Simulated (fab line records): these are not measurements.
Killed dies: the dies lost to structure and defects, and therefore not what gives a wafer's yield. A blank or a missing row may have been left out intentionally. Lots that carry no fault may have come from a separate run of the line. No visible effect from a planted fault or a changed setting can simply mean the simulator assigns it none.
Chamber matching	flow nand harc	rie diel-11 running NHARC_A_CONTACT_ETCH_102: 4 sister chambers
The step etches the open film in CF4/O2, target depth 70 nm, overetch 7 nm, time 38.5 s. 4 wafers are shown with their chamber, then 7 later ones without.

## EACH WAFER AND ITS CHAMBER
wafer	chamber	drypump motor current A (A)
L988.5	2	5.8
L988.6	3	5.8
L101.2	0	5.6
L101.3	1	5.6

## WAFERS WHOSE CHAMBER IS MISSING
wafer	drypump motor current A (A)
L101.6	5.6
L102.1	5.6
L102.3	5.5
L102.5	5.8
L103.3	5.6
L103.5	5.8
L103.6	5.6

## EACH ONE'S CHAMBER
wafer	from the rows above	in truth
L101.6	can't be placed: 0 or 1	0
L102.1	can't be placed: 0 or 1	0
L102.3	can't be placed: 0 or 1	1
L102.5	can't be placed: 2 or 3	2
L103.3	can't be placed: 0 or 1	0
L103.5	can't be placed: 2 or 3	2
L103.6	can't be placed: 0 or 1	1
Placed correctly: 0 of 7. Not placeable from these rows: 7 (in 7, the candidates include the true chamber). Placed wrongly: 0.
How it was worked out, from the rows above alone: a wafer's distance from a chamber is the root of the sum, over the readings, of the square of ((its reading less the chamber's mean) divided by the reading's scatter). If the next closest chamber is less than 2 further off than the closest, the wafer can't be placed; otherwise it belongs to the closest. A chamber's mean is the mean of its shown wafers. The scatter: with one shown wafer a chamber, the root of the mean of the squares of how far each hidden wafer lies from its nearest shown one.
